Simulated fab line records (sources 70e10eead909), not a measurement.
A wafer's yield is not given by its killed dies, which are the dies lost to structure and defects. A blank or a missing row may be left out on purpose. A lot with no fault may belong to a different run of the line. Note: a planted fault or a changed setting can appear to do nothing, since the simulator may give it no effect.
Chamber matching -- flow nand harc -- NHARC_P_BONDPAD_ACTIVATE_29 on rie diel-13 has 4 sister chambers
The step chemistry N2, time 60 s. 24 wafers are shown with their chamber, then 12 later ones without.

== WAFERS WITH THEIR CHAMBER ==
wafer,chamber,showerhead plenum p Torr (Torr),drypump motor current A (A),oes product au (a.u.)
L246.1,2,1.65,5.80,1.005
L246.4,0,1.83,5.51,0.994
L246.6,0,1.83,5.57,0.988
L248.4,2,1.65,5.81,1.007
L248.5,3,1.78,5.28,1.011
L248.6,0,1.83,5.56,0.997
L252.1,1,1.75,5.65,0.997
L252.3,0,1.83,5.57,0.996
L252.6,0,1.83,5.57,1.002
L253.1,0,1.83,5.61,0.991
L253.2,2,1.65,5.80,1.004
L253.4,3,1.78,5.31,1.002
L254.1,1,1.75,5.64,0.980
L254.2,3,1.78,5.30,1.000
L254.4,2,1.65,5.82,1.001
L256.1,3,1.78,5.30,1.004
L256.4,0,1.83,5.55,0.989
L256.5,0,1.83,5.54,0.997
L259.1,0,1.82,5.56,0.998
L259.3,3,1.78,5.34,1.006
L259.5,3,1.78,5.31,1.002
L257.1,3,1.78,5.29,1.007
L257.3,1,1.75,5.65,0.989
L257.5,3,1.78,5.32,1.007

SIGNATURES (averages over the wafers above)
reading,chamber 0,chamber 1,chamber 2,chamber 3,scatter within a chamber
showerhead plenum p Torr,1.8289,1.7500,1.6500,1.7800,0.00211
drypump motor current A,5.5600,5.6467,5.8075,5.3063,0.0207
oes product au,0.99467,0.98867,1.00425,1.00487,0.00458
Rule: distance of a wafer from a chamber = root of the sum over the readings of ((wafer's reading minus chamber's mean) / reading's scatter) squared. If the next closest chamber is less than 2 further off than the closest, the wafer can't be placed; otherwise it belongs to the closest. How the scatter is found: for the shown wafers, subtract from each reading the mean of its chamber, square and add these, divide the total by (wafers less chambers), then take the root.

== WAFERS WITHOUT THEIR CHAMBER ==
wafer,showerhead plenum p Torr (Torr),drypump motor current A (A),oes product au (a.u.)
L258.1,1.75,5.61,0.994
L258.5,1.78,5.29,1.012
L258.6,1.83,5.53,0.985
L263.1,1.75,5.64,0.993
L263.2,1.65,5.85,1.013
L263.3,1.82,5.59,0.996
L266.3,1.82,5.51,1.003
L266.5,1.78,5.31,0.996
L266.6,1.65,5.79,1.013
L268.3,1.65,5.82,1.019
L268.4,1.77,5.29,1.002
L268.6,1.77,5.31,0.993

== EACH ONE'S CHAMBER ==
wafer,from the rows above,in truth
L258.1,1,1
L258.5,3,3
L258.6,0,0
L263.1,1,1
L263.2,2,2
L263.3,0,0
L266.3,0,0
L266.5,3,3
L266.6,2,2
L268.3,2,2
L268.4,3,3
L268.6,3,3
Correct placement for 12 of the 12. Left unplaced by these rows: 0. Wrongly placed: 0.
